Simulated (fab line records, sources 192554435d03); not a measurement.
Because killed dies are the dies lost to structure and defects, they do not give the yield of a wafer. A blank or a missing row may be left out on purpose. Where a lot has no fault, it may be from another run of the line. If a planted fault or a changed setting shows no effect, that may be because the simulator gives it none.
One fault seen from 2 desks -- flow n5_finfet -- numbers are kept per desk, each desk with only its own; the story behind them comes last

== THE METROLOGY DESK ==
What the gauges read, lot by lot, whatever tool the lot ran on: means of the sampled wafers that have a number. A lot is out of limits, marked OUT, if its mean lies more than 4 standard deviations from the usual mean; the brackets give that distance.
Columns: A = M12_RS at N5_BEOL_M12_RS_MEAS_54, usual 0.0603 ohm/sq; B = M13_ILD_THK at N5_BEOL_M13_THK_MEAS_01, usual 838 nm; C = V12_OVL at N5_BEOL_M13_OVL_MEAS_11, usual 1 nm
lot,first seen here,A,B,C
L330,day 13 18:51,0.0593,840,6
L336,day 14 21:14,0.0599,843,-1
L337,day 15 03:20,0.0601,839,-3
L335,day 15 12:05,0.0623,840,4
L339,day 15 15:24,0.0615,837,-4
L341,day 16 05:03,0.0604,654 (-18) OUT,5
L342,day 16 10:15,0.0610,779 (-5.9) OUT,-4
L349,day 18 13:49,0.0604,836,0
L353,day 19 08:56,0.0598,826,-5
L352,day 19 09:34,0.0609,832,2
Per this desk, out of limits: L341, L342; the first was L341, day 16 05:16 (M13_ILD_THK at N5_BEOL_M13_THK_MEAS_01). Within limits: L330, L336, L337, L335, L339, L349, L353, L352.

== THE TOOL OWNER'S DESK: pecvd-04 ==
The tool's own readings at N5_BEOL_M13_ILD_DEP_00 (deposits SiOC from DEMS/O2, target thk 837.92 nm, time 166.4 s): means of the sampled wafers that have a number, for each lot that ran on this tool. A lot is out of limits, marked OUT, if its mean lies more than 4 standard deviations from the usual mean; the brackets give that distance.
Columns: A = heater_power_outer_w at N5_BEOL_M13_ILD_DEP_00, usual 255 W; B = heater_power_w at N5_BEOL_M13_ILD_DEP_00, usual 469 W; C = run_length_s at N5_BEOL_M13_ILD_DEP_00, usual 211.2 s; D = showerhead_plenum_p_Torr at N5_BEOL_M13_ILD_DEP_00, usual 5.693 Torr; E = throttle_valve_pct at N5_BEOL_M13_ILD_DEP_00, usual 11.8 %
lot,first seen here,A,B,C,D,E
L337,day 15 03:24,249,465,211.5,5.699,12.6
L339,day 15 15:28,255,499,211.6,5.698,12.9
L341,day 16 05:07,286,510,176.3 (-67) OUT,5.700,12.2
L342,day 16 10:19,279,550,199.0 (-23) OUT,5.689,11.5
This desk's verdict: out of limits on L341, L342, starting with L341 at day 16 05:07 (run_length_s at N5_BEOL_M13_ILD_DEP_00). Within limits: L337, L339.

== BROUGHT TOGETHER ==
An alarm could have come from the tool owner's desk at day 16 05:07, on L341, L342.
Metrology desk: alarm possible at day 16 05:16 on L341, L342.
Of the lots named, all ran N5_BEOL_M13_ILD_DEP_00 on pecvd-04.

== WHAT THE SIMULATOR PUT IN ==
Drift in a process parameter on pecvd-04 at N5_BEOL_M13_ILD_DEP_00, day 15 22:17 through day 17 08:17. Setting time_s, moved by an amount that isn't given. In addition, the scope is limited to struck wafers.
Shown lots that were struck: L341, L342.
Hours from the fault's start to each desk's first reading out of limits: the tool owner's desk, 7; the metrology desk, 7.
